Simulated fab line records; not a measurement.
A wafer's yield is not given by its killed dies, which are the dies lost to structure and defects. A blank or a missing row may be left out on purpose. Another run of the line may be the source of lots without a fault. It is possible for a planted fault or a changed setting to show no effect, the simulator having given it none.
Chamber matching	flow n5Finfet	uvCure-02 running N5_BEOL_M9_CURE_71: 3 sister chambers
The step cures SiCOH lowk, time 240 s. 18 wafers are shown with their chamber, then 9 later ones without.

## WAFERS, EACH WITH ITS CHAMBER
wafer	chamber	wafer_temp_C_max	lampPowerPct (%)
L074.4	0	388.3	52.32
L074.5	0	388.0	52.28
L074.6	0	387.6	52.37
L079.1	1	385.8	52.25
L079.2	1	386.1	52.32
L079.6	1	386.2	52.31
L077.1	2	385.6	52.31
L077.3	2	386.1	52.34
L077.5	2	386.0	52.40
L081.3	2	385.9	52.25
L081.4	2	386.2	52.34
L081.5	2	386.1	52.41
L083.1	1	385.8	52.35
L083.5	1	386.1	52.31
L083.6	1	386.2	52.30
L087.3	0	387.1	52.34
L087.5	0	387.7	52.39
L087.6	0	387.7	52.29

SIGNATURES (averages over the wafers above)
reading	chamber 0	chamber 1	chamber 2	scatter within a chamber
wafer_temp_C_max	387.733	386.033	385.983	0.285
lampPowerPct	52.3317	52.3067	52.3417	0.0464
Rule: a wafer lies at a distance from a chamber equal to the root of the sum of squares, over the readings, of (its reading less the chamber's mean, divided by the reading's scatter). The wafer belongs to the nearest chamber; if the next one is less than 2 further off, it can't be placed. The scatter is the square root of a quotient: the sum, over the shown wafers, of each reading's squared deviation from its chamber's mean, divided by wafers minus chambers.

## WAFERS MISSING THEIR CHAMBER
wafer	wafer_temp_C_max	lampPowerPct (%)
L090.2	385.9	52.23
L090.3	385.9	52.29
L090.4	385.6	52.27
L091.3	385.7	52.34
L091.5	385.9	52.38
L091.6	385.8	52.37
L096.1	387.1	52.28
L096.3	387.8	52.30
L096.5	386.9	52.30

## WHICH CHAMBER EACH ONE RAN IN
wafer	from the rows above	in truth
L090.2	can't be placed: 1 or 2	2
L090.3	can't be placed: 1 or 2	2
L090.4	can't be placed: 1 or 2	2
L091.3	can't be placed: 2 or 1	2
L091.5	can't be placed: 2 or 1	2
L091.6	can't be placed: 2 or 1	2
L096.1	can't be placed: 0 or 1 or 2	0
L096.3	0	0
L096.5	can't be placed: 0 or 1 or 2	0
Placed correctly: 1 of 9. Cannot be placed on the basis of these rows: 8; the candidates contain the true chamber in 8. Wrongly placed: 0.
